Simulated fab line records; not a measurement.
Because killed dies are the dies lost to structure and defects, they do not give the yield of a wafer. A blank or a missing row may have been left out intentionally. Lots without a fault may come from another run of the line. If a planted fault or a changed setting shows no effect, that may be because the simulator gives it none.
The tool behind it: which one? / flow n5-finfet / 24 lots with 72 wafers sampled at 5 steps, on a route of 1938 steps

WHAT EACH GAUGE READ, for each wafer
N5_BEOL_M0_RS_MEAS_126: measurement is done with a four-point probe. Usual: for M0_RS the level is 0.543 ohm/sq and the standard deviation is 0.021.
lot=L074; measured=day 5 22:40; on=film-metro-01; M0_RS (ohm/sq)=0.556 0.523 0.553; flag=
lot=L075; measured=day 6 03:52; on=film-metro-02; M0_RS (ohm/sq)=0.544 0.554 0.546; flag=
lot=L076; measured=day 6 07:40; on=film-metro-02; M0_RS (ohm/sq)=0.554 0.542 0.517; flag=
lot=L077; measured=day 6 18:59; on=film-metro-01; M0_RS (ohm/sq)=0.558 0.539 0.544; flag=
lot=L078; measured=day 7 00:23; on=film-metro-01; M0_RS (ohm/sq)=0.540 0.547 0.530; flag=
lot=L079; measured=day 7 05:25; on=film-metro-01; M0_RS (ohm/sq)=0.505 0.534 0.488; flag=
lot=L080; measured=day 7 08:03; on=film-metro-02; M0_RS (ohm/sq)=0.551 0.551 0.530; flag=
lot=L081; measured=day 7 17:01; on=film-metro-02; M0_RS (ohm/sq)=0.522 0.495 0.522; flag=
lot=L082; measured=day 7 19:49; on=film-metro-02; M0_RS (ohm/sq)=0.574 0.566 0.564; flag=
lot=L083; measured=day 7 22:17; on=film-metro-02; M0_RS (ohm/sq)=0.509 0.512 0.511; flag=
lot=L084; measured=day 8 06:26; on=film-metro-02; M0_RS (ohm/sq)=0.537 0.561 0.532; flag=
lot=L085; measured=day 8 15:19; on=film-metro-01; M0_RS (ohm/sq)=0.547 0.538 0.530; flag=
lot=L086; measured=day 8 23:29; on=film-metro-01; M0_RS (ohm/sq)=0.563 0.548 0.539; flag=
lot=L087; measured=day 9 02:35; on=film-metro-01; M0_RS (ohm/sq)=0.555 0.538 0.551; flag=
lot=L090; measured=day 9 14:55; on=film-metro-01; M0_RS (ohm/sq)=0.570 0.537 0.560; flag=
lot=L088; measured=day 9 18:32; on=film-metro-01; M0_RS (ohm/sq)=0.551 0.560 0.534; flag=
lot=L091; measured=day 9 23:11; on=film-metro-01; M0_RS (ohm/sq)=0.545 0.536 0.558; flag=
lot=L089; measured=day 10 06:55; on=film-metro-01; M0_RS (ohm/sq)=0.558 0.490 0.515; flag=
lot=L092; measured=day 10 09:46; on=film-metro-02; M0_RS (ohm/sq)=0.587 0.549 0.561; flag=
lot=L093; measured=day 10 18:04; on=film-metro-02; M0_RS (ohm/sq)=0.591 0.545 0.550; flag=
lot=L094; measured=day 10 22:01; on=film-metro-02; M0_RS (ohm/sq)=0.539 0.532 0.532; flag=
lot=L095; measured=day 11 04:16; on=film-metro-02; M0_RS (ohm/sq)=0.556 0.579 0.560; flag=
lot=L096; measured=day 11 10:05; on=film-metro-02; M0_RS (ohm/sq)=0.561 0.555 0.527; flag=
lot=L097; measured=day 11 21:28; on=film-metro-02; M0_RS (ohm/sq)=0.547 0.554 0.556; flag=

N5_BEOL_M1_OVL_MEAS_12. Usual: for M1_OVL the level is -0.3 nm and the standard deviation is 0.81.
lot=L074; measured=day 6 00:53; on=overlay-02; M1_OVL (nm)=-0.1 -0.4 0.1; flag=
lot=L075; measured=day 6 05:05; on=overlay-02; M1_OVL (nm)=0.5 0.6 -0.1; flag=
lot=L076; measured=day 6 10:36; on=overlay-01; M1_OVL (nm)=-0.4 -0.1 -0.1; flag=
lot=L077; measured=day 6 21:31; on=overlay-01; M1_OVL (nm)=0.1 0.3 -0.8; flag=
lot=L078; measured=day 7 01:12; on=overlay-02; M1_OVL (nm)=-1.6 -1.8 -0.5; flag=
lot=L079; measured=day 7 07:44; on=overlay-02; M1_OVL (nm)=-0.1 -0.4 -0.4; flag=
lot=L080; measured=day 7 09:30; on=overlay-02; M1_OVL (nm)=-1.8 0.0 -1.0; flag=
lot=L081; measured=day 7 19:06; on=overlay-01; M1_OVL (nm)=0.8 0.3 0.1; flag=
lot=L082; measured=day 7 20:47; on=overlay-01; M1_OVL (nm)=0.1 -0.5 -0.4; flag=
lot=L083; measured=day 8 00:51; on=overlay-02; M1_OVL (nm)=-0.4 1.0 -1.1; flag=
lot=L084; measured=day 8 08:18; on=overlay-01; M1_OVL (nm)=0.4 1.0 0.5; flag=
lot=L085; measured=day 8 16:06; on=overlay-01; M1_OVL (nm)=-0.8 0.2 -1.1; flag=
lot=L086; measured=day 9 00:49; on=overlay-01; M1_OVL (nm)=-0.7 0.1 0.6; flag=
lot=L087; measured=day 9 03:52; on=overlay-01; M1_OVL (nm)=0.1 -0.3 0.8; flag=
lot=L090; measured=day 9 17:14; on=overlay-01; M1_OVL (nm)=-1.5 0.1 -0.8; flag=
lot=L088; measured=day 9 20:14; on=overlay-01; M1_OVL (nm)=-1.1 -0.8 -1.3; flag=
lot=L091; measured=day 10 00:00; on=overlay-01; M1_OVL (nm)=0.7 0.5 1.5; flag=
lot=L089; measured=day 10 09:04; on=overlay-01; M1_OVL (nm)=-2.2 -1.1 -0.2; flag=
lot=L092; measured=day 10 10:25; on=overlay-01; M1_OVL (nm)=-0.7 -1.1 -1.1; flag=
lot=L093; measured=day 10 19:56; on=overlay-02; M1_OVL (nm)=-0.9 -0.5 0.2; flag=
lot=L094; measured=day 10 22:51; on=overlay-01; M1_OVL (nm)=1.2 -0.5 -0.2; flag=
lot=L095; measured=day 11 05:27; on=overlay-02; M1_OVL (nm)=-2.6 -0.3 -0.2; flag=
lot=L096; measured=day 11 11:10; on=overlay-02; M1_OVL (nm)=-0.6 0.0 -0.6; flag=
lot=L097; measured=day 11 23:32; on=overlay-01; M1_OVL (nm)=-1.5 0.6 -1.5; flag=

N5_BEOL_M1_CD_MEAS_28: target cd y 23.3 nm. Usual: cd-nm 24.05 nm, standard deviation 0.26.
lot=L074; measured=day 6 02:04; on=cd-sem-01; cd-nm (nm)=24.04 23.87 24.41; flag=
lot=L075; measured=day 6 06:03; on=cd-sem-01; cd-nm (nm)=24.09 24.02 23.89; flag=
lot=L076; measured=day 6 11:28; on=cd-sem-02; cd-nm (nm)=24.15 24.23 24.08; flag=
lot=L077; measured=day 6 22:28; on=cd-sem-01; cd-nm (nm)=24.28 24.76 24.50; flag=
lot=L078; measured=day 7 02:10; on=cd-sem-01; cd-nm (nm)=24.20 24.38 23.94; flag=
lot=L079; measured=day 7 08:34; on=cd-sem-03; cd-nm (nm)=24.33 23.57 24.55; flag=
lot=L080; measured=day 7 10:28; on=cd-sem-01; cd-nm (nm)=24.27 23.73 23.94; flag=
lot=L081; measured=day 7 20:16; on=cd-sem-01; cd-nm (nm)=24.13 24.19 24.18; flag=
lot=L082; measured=day 7 21:39; on=cd-sem-02; cd-nm (nm)=24.01 24.21 24.18; flag=
lot=L083; measured=day 8 01:49; on=cd-sem-02; cd-nm (nm)=24.04 23.80 24.08; flag=
lot=L084; measured=day 8 09:10; on=cd-sem-03; cd-nm (nm)=24.29 24.34 24.04; flag=
lot=L085; measured=day 8 17:09; on=cd-sem-01; cd-nm (nm)=23.97 23.72 23.96; flag=
lot=L086; measured=day 9 02:27; on=cd-sem-02; cd-nm (nm)=23.81 24.73 23.96; flag=
lot=L087; measured=day 9 04:56; on=cd-sem-01; cd-nm (nm)=24.20 24.02 23.73; flag=
lot=L090; measured=day 9 18:14; on=cd-sem-02; cd-nm (nm)=23.71 23.98 23.92; flag=
lot=L088; measured=day 9 21:13; on=cd-sem-01; cd-nm (nm)=24.20 24.31 23.84; flag=
lot=L091; measured=day 10 00:58; on=cd-sem-02; cd-nm (nm)=24.13 23.81 24.33; flag=
lot=L089; measured=day 10 09:55; on=cd-sem-01; cd-nm (nm)=23.60 24.13 23.40; flag=
lot=L092; measured=day 10 11:22; on=cd-sem-02; cd-nm (nm)=24.07 23.70 24.07; flag=
lot=L093; measured=day 10 20:50; on=cd-sem-02; cd-nm (nm)=24.03 24.29 24.11; flag=
lot=L094; measured=day 10 23:41; on=cd-sem-02; cd-nm (nm)=23.38 23.86 23.56; flag=
lot=L095; measured=day 11 06:17; on=cd-sem-02; cd-nm (nm)=24.25 24.15 24.20; flag=
lot=L096; measured=day 11 12:32; on=cd-sem-01; cd-nm (nm)=23.96 24.11 23.80; flag=
lot=L097; measured=day 12 00:31; on=cd-sem-02; cd-nm (nm)=23.68 24.15 24.05; flag=

EACH LOT AND THE TOOL THAT RAN IT (in order: tool; ch and the chambers of the sampled wafers; start)
lot=L074; N5_BEOL_M0_ALD_136=ald-metal-04 ch 0,3, day 5 20:26; N5_BEOL_M0_CO_CAP_123=cvd-co-01 ch 1,2, day 5 22:28
lot=L075; N5_BEOL_M0_ALD_136=ald-metal-04 ch 0,2,3, day 6 01:37; N5_BEOL_M0_CO_CAP_123=cvd-co-01 ch 0,1, day 6 03:40
lot=L076; N5_BEOL_M0_ALD_136=ald-metal-04 ch 0,2, day 6 05:03; N5_BEOL_M0_CO_CAP_123=cvd-co-01 ch 1,2, day 6 07:29
lot=L077; N5_BEOL_M0_ALD_136=ald-metal-02 ch 0,3, day 6 13:19; N5_BEOL_M0_CO_CAP_123=cvd-co-01 ch 0,1, day 6 18:49
lot=L078; N5_BEOL_M0_ALD_136=ald-metal-04 ch 0,3, day 6 22:29; N5_BEOL_M0_CO_CAP_123=cvd-co-01 ch 1,2, day 7 00:13
lot=L079; N5_BEOL_M0_ALD_136=ald-metal-01 ch 0,2,3, day 7 01:36; N5_BEOL_M0_CO_CAP_123=cvd-co-02 ch 0,2, day 7 05:12
lot=L080; N5_BEOL_M0_ALD_136=ald-metal-01 ch 0,3, day 7 05:46; N5_BEOL_M0_CO_CAP_123=cvd-co-02 ch 0,1,2, day 7 07:50
lot=L081; N5_BEOL_M0_ALD_136=ald-metal-02 ch 0,3, day 7 15:07; N5_BEOL_M0_CO_CAP_123=cvd-co-01 ch 0,1, day 7 16:49
lot=L082; N5_BEOL_M0_ALD_136=ald-metal-02 ch 0,2,3, day 7 16:26; N5_BEOL_M0_CO_CAP_123=cvd-co-02 ch 0,2, day 7 19:38
lot=L083; N5_BEOL_M0_ALD_136=ald-metal-04 ch 0,1,3, day 7 20:19; N5_BEOL_M0_CO_CAP_123=cvd-co-02 ch 0,1,2, day 7 22:06
lot=L084; N5_BEOL_M0_ALD_136=ald-metal-01 ch 2,3, day 8 04:32; N5_BEOL_M0_CO_CAP_123=cvd-co-01 ch 1,2, day 8 06:15
lot=L085; N5_BEOL_M0_ALD_136=ald-metal-04 ch 1,3, day 8 13:23; N5_BEOL_M0_CO_CAP_123=cvd-co-02 ch 1,2, day 8 15:08
lot=L086; N5_BEOL_M0_ALD_136=ald-metal-01 ch 0,2,3, day 8 21:13; N5_BEOL_M0_CO_CAP_123=cvd-co-01 ch 0,1,2, day 8 23:19
lot=L087; N5_BEOL_M0_ALD_136=ald-metal-04 ch 0,1,2, day 9 00:32; N5_BEOL_M0_CO_CAP_123=cvd-co-01 ch 1,2, day 9 02:22
lot=L090; N5_BEOL_M0_ALD_136=ald-metal-04 ch 1,3, day 9 12:26; N5_BEOL_M0_CO_CAP_123=cvd-co-02 ch 0,2, day 9 14:44
lot=L088; N5_BEOL_M0_ALD_136=ald-metal-01 ch 1,2,3, day 9 14:14; N5_BEOL_M0_CO_CAP_123=cvd-co-01 ch 1,2, day 9 18:21
lot=L091; N5_BEOL_M0_ALD_136=ald-metal-02 ch 0,1,3, day 9 21:02; N5_BEOL_M0_CO_CAP_123=cvd-co-01 ch 1,2, day 9 23:01
lot=L089; N5_BEOL_M0_ALD_136=ald-metal-04 ch 0,1,2, day 10 02:45; N5_BEOL_M0_CO_CAP_123=cvd-co-02 ch 1,2, day 10 06:44
lot=L092; N5_BEOL_M0_ALD_136=ald-metal-02 ch 0,1,3, day 10 06:53; N5_BEOL_M0_CO_CAP_123=cvd-co-01 ch 1,2, day 10 09:35
lot=L093; N5_BEOL_M0_ALD_136=ald-metal-04 ch 2,3, day 10 15:57; N5_BEOL_M0_CO_CAP_123=cvd-co-02 ch 1,2, day 10 17:53
lot=L094; N5_BEOL_M0_ALD_136=ald-metal-02 ch 0,1,2, day 10 19:52; N5_BEOL_M0_CO_CAP_123=cvd-co-01 ch 0,1,2, day 10 21:50
lot=L095; N5_BEOL_M0_ALD_136=ald-metal-02 ch 1,2,3, day 11 01:21; N5_BEOL_M0_CO_CAP_123=cvd-co-01 ch 0,1,2, day 11 04:03
lot=L096; N5_BEOL_M0_ALD_136=ald-metal-02 ch 0,2,3, day 11 06:59; N5_BEOL_M0_CO_CAP_123=cvd-co-01 ch 0,1, day 11 09:55
lot=L097; N5_BEOL_M0_ALD_136=ald-metal-02 ch 2,3, day 11 19:35; N5_BEOL_M0_CO_CAP_123=cvd-co-02 ch 0,2, day 11 21:17
- N5_BEOL_M0_ALD_136: deposits TaN, pulse time 2 s, purge time 3 s, co reactant purge time 2 s.
- N5_BEOL_M0_CO_CAP_123: material Co, precursor CCTBA/H2, target thk 2 nm, time 102.1 s.

AS READ BY THE TOOLS THEMSELVES (means over the sampled wafers that have a number; for cases with no such wafer, the mark the record gives instead)
N5_BEOL_M0_ALD_136. Usual: heater-power-w 400 W, standard deviation 31.
lot=L074; tool=ald-metal-04; heater-power-w (W)=365; flag=
lot=L075; tool=ald-metal-04; heater-power-w (W)=373; flag=
lot=L076; tool=ald-metal-04; heater-power-w (W)=388; flag=
lot=L077; tool=ald-metal-02; heater-power-w (W)=389; flag=
lot=L078; tool=ald-metal-04; heater-power-w (W)=359; flag=
lot=L079; tool=ald-metal-01; heater-power-w (W)=434; flag=
lot=L080; tool=ald-metal-01; heater-power-w (W)=437; flag=
lot=L081; tool=ald-metal-02; heater-power-w (W)=407; flag=
lot=L082; tool=ald-metal-02; heater-power-w (W)=398; flag=
lot=L083; tool=ald-metal-04; heater-power-w (W)=374; flag=
lot=L084; tool=ald-metal-01; heater-power-w (W)=442; flag=
lot=L085; tool=ald-metal-04; heater-power-w (W)=389; flag=
lot=L086; tool=ald-metal-01; heater-power-w (W)=450; flag=
lot=L087; tool=ald-metal-04; heater-power-w (W)=396; flag=
lot=L090; tool=ald-metal-04; heater-power-w (W)=397; flag=
lot=L088; tool=ald-metal-01; heater-power-w (W)=455; flag=
lot=L091; tool=ald-metal-02; heater-power-w (W)=402; flag=
lot=L089; tool=ald-metal-04; heater-power-w (W)=386; flag=
lot=L092; tool=ald-metal-02; heater-power-w (W)=396; flag=
lot=L093; tool=ald-metal-04; heater-power-w (W)=373; flag=
lot=L094; tool=ald-metal-02; heater-power-w (W)=390; flag=
lot=L095; tool=ald-metal-02; heater-power-w (W)=399; flag=
lot=L096; tool=ald-metal-02; heater-power-w (W)=394; flag=
lot=L097; tool=ald-metal-02; heater-power-w (W)=404; flag=

N5_BEOL_M0_CO_CAP_123. Usual: heater-power-w 220 W, standard deviation 14.
lot=L074; tool=cvd-co-01; heater-power-w (W)=210; flag=
lot=L075; tool=cvd-co-01; heater-power-w (W)=206; flag=
lot=L076; tool=cvd-co-01; heater-power-w (W)=218; flag=
lot=L077; tool=cvd-co-01; heater-power-w (W)=202; flag=
lot=L078; tool=cvd-co-01; heater-power-w (W)=211; flag=
lot=L079; tool=cvd-co-02; heater-power-w (W)=230; flag=
lot=L080; tool=cvd-co-02; heater-power-w (W)=229; flag=
lot=L081; tool=cvd-co-01; heater-power-w (W)=204; flag=
lot=L082; tool=cvd-co-02; heater-power-w (W)=225; flag=
lot=L083; tool=cvd-co-02; heater-power-w (W)=230; flag=
lot=L084; tool=cvd-co-01; heater-power-w (W)=220; flag=
lot=L085; tool=cvd-co-02; heater-power-w (W)=238; flag=
lot=L086; tool=cvd-co-01; heater-power-w (W)=215; flag=
lot=L087; tool=cvd-co-01; heater-power-w (W)=209; flag=
lot=L090; tool=cvd-co-02; heater-power-w (W)=228; flag=
lot=L088; tool=cvd-co-01; heater-power-w (W)=211; flag=
lot=L091; tool=cvd-co-01; heater-power-w (W)=210; flag=
lot=L089; tool=cvd-co-02; heater-power-w (W)=239; flag=
lot=L092; tool=cvd-co-01; heater-power-w (W)=210; flag=
lot=L093; tool=cvd-co-02; heater-power-w (W)=235; flag=
lot=L094; tool=cvd-co-01; heater-power-w (W)=210; flag=
lot=L095; tool=cvd-co-01; heater-power-w (W)=214; flag=
lot=L096; tool=cvd-co-01; heater-power-w (W)=208; flag=
lot=L097; tool=cvd-co-02; heater-power-w (W)=225; flag=

THE ANSWER, worked out from the rows above alone
Rule: a lot counts as off when the mean over its wafers that have a number is more than 3 standard deviations away from the usual mean. A lot without any number at a reading at which 4 lots or more have one is off too. Any other lot the step has rows for is counted as sound. After the gauges, taken in route order, come the tools' own readings; for these a lot's mean is taken, as printed above. The first step at which some lot is off is used, and at that step the reading that is off furthest; a lot without a number counts as furthest.
No lot is off at any reading shown: from this, nothing can be told.

WHAT WAS PUT IN BY THE SIMULATOR
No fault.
